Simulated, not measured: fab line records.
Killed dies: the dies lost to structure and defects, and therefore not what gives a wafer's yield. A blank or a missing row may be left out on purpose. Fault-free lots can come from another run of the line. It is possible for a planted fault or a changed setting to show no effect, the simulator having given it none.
Split-lot trial    flow n5-finfet    7 lots, 21 wafers read, on a route of 1938 steps

SPLIT DETAILS
At N5_DUMMY_GATE_ETCH_37 (etches SOC in N2/H2, target depth 60 nm, overetch 30 nm), the setting source-w was moved away from the recipe's 840 W on 3 of the 21 wafers read, by -13.2% to +9.8%. All remaining wafers had this setting at the recipe value.

The split's own step is where the reading is taken.

THE READING
rf-vpp-V, in V, at N5_DUMMY_GATE_ETCH_37 (etches SOC in N2/H2, target depth 60 nm, overetch 30 nm). A value of 523.8 V with a standard deviation of 2.1 V is what fault-free wafers of this fab line usually give.

wafer   tool, chamber at the split  source-w as run, W  against the recipe  rf-vpp-V, V  against lot-mates on the recipe
L083.2  rie-diel-04, 0              840                 recipe              519.9        -
L083.3  rie-diel-04, 2              840                 recipe              523.5        -
L083.4  rie-diel-04, 1              840                 recipe              526.0        -
L086.2  rie-diel-05, 3              840                 recipe              522.0        -
L086.3  rie-diel-05, 0              840                 recipe              525.5        -
L086.6  rie-diel-05, 3              840                 recipe              521.8        -
L088.2  rie-diel-04, 3              840                 recipe              522.0        -
L088.3  rie-diel-04, 2              922.4               +9.8%               507.2        -15.4
L088.6  rie-diel-04, 3              840                 recipe              523.3        -
L090.4  rie-diel-05, 0              840                 recipe              523.5        -
L090.5  rie-diel-05, 2              840                 recipe              527.9        -
L090.6  rie-diel-05, 3              840                 recipe              522.5        -
L092.2  rie-diel-05, 2              840                 recipe              526.3        -
L092.3  rie-diel-05, 0              840                 recipe              525.7        -
L092.5  rie-diel-05, 3              840                 recipe              522.2        -
L094.1  rie-diel-05, 1              840                 recipe              526.3        -
L094.2  rie-diel-05, 2              786.4               -6.4%               539.3        +14.1
L094.3  rie-diel-05, 0              840                 recipe              524.0        -
L096.3  rie-diel-05, 3              840                 recipe              523.0        -
L096.4  rie-diel-05, 2              840                 recipe              527.5        -
L096.5  rie-diel-05, 1              728.7               -13.2%              550.7        +25.5

FIT RESULTS
A straight line over all 21 wafers: rf-vpp-V changes by -1.96 V for each +1% of source-w; r = -0.96; the points scatter about the line by 2.3 V.
The same after taking each lot's own level away (the mean of its wafers on the recipe; 21 wafers): -1.84 V for each +1%; r = -0.96; scatter 2 V.
The reading moves by 24 V for the largest change in source-w, on that fit.
The span of the lots' own levels, 522.65 to 525.25 V, comes to 1.2 times the standard deviation stated above.
Hence the lot-to-lot level has little effect on the slope; both slopes agree.
Check: for one of the wafers moved furthest among these (-13.2%), held out of the fit, the line's prediction against its lot-mates is +23.7 V. Against them it came out at +25.5 V.
Tool readings at the split's step, against how far the setting was moved: rf-vpp-V r = -0.96.

ADDITIONAL SPLITS CARRIED BY THESE WAFERS
Note: prior to the reading, these wafers also went through further splits. Each is held against what the fit with the lots' levels taken away leaves over:
other split on the same wafers   wafers away from the commonest value  r with rf-vpp-V (lot level and that fit taken away)
N5_ZERO_LAYER_ETCH_18 bias-w     8                                     -0.04
N5_FIN_SAQP_PECVD_06 time-s      8                                     -0.08
N5_FIN_SAQP_EXPOSE_13 dose-mj    9                                     +0.08
N5_FIN_SAQP_FIN_ETCH_36 icp-w    5                                     -0.24
N5_FIN_CUT_COAT_18 spin-rpm      10                                    -0.44
N5_DUMMY_GATE_EXPOSE_12 dose-mj  7                                     +0.43

FILE'S OWN FIT
rf-vpp-V changes by -1.85 V for each +1% of source-w, r = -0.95.
